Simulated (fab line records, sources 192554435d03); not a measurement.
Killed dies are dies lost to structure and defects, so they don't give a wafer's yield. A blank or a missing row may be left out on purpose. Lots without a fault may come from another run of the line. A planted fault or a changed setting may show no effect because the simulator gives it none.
Chamber matching | flow n5_finfet | N5_MOL_CONTACT_COAG_ALD_133 on ald_sin-04: 4 sister chambers
The step deposits SiO2, target thk 5 nm, pulse time 1 s, co reactant pulse time 1 s. 8 wafers are shown with their chamber, then 12 later ones without.

WAFERS WITH THEIR CHAMBER
wafer  | chamber | heater_power_w (W) | precursor_pulse_height_rel
L088.3 | 2       | 86                 | 1.015
L088.6 | 2       | 87                 | 0.979
L089.3 | 3       | 84                 | 1.023
L089.4 | 1       | 80                 | 0.982
L089.6 | 0       | 81                 | 1.000
L090.1 | 0       | 81                 | 0.985
L090.2 | 3       | 84                 | 1.028
L090.3 | 1       | 81                 | 0.993

WAFERS WITHOUT THEIR CHAMBER
wafer  | heater_power_w (W) | precursor_pulse_height_rel
L090.4 | 86                 | 0.975
L090.5 | 85                 | 1.002
L090.6 | 84                 | 0.984
L091.1 | 85                 | 1.014
L091.3 | 81                 | 0.982
L091.4 | 86                 | 0.987
L093.1 | 84                 | 1.029
L093.4 | 79                 | 1.013
L093.5 | 83                 | 1.012
L096.4 | 86                 | 0.969
L096.5 | 79                 | 0.986
L096.6 | 81                 | 0.975

WHICH CHAMBER EACH WENT THROUGH
wafer  | from the rows above     | in truth
L090.4 | 2                       | 2
L090.5 | can't be placed: 3 or 2 | 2
L090.6 | 3                       | 3
L091.1 | can't be placed: 3 or 2 | 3
L091.3 | can't be placed: 0 or 1 | 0
L091.4 | 2                       | 2
L093.1 | 3                       | 3
L093.4 | can't be placed: 1 or 0 | 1
L093.5 | 3                       | 3
L096.4 | 2                       | 2
L096.5 | can't be placed: 1 or 0 | 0
L096.6 | can't be placed: 0 or 1 | 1
Placed correctly: 6 of 12. Can't be placed from these rows: 6 (the true chamber is among the candidates in 6). Placed wrongly: 0.
How it was worked out, from the rows above alone: a wafer's distance from a chamber is the root of the sum, over the readings, of the square of ((its reading less the chamber's mean) divided by the reading's scatter). The wafer belongs to the nearest chamber; if the next one is less than 2 further off, it can't be placed. A chamber's mean is the mean of its shown wafers. The scatter: the root of (the sum of the squares of (reading less its chamber's mean) over the shown wafers, divided by (wafers less chambers)).
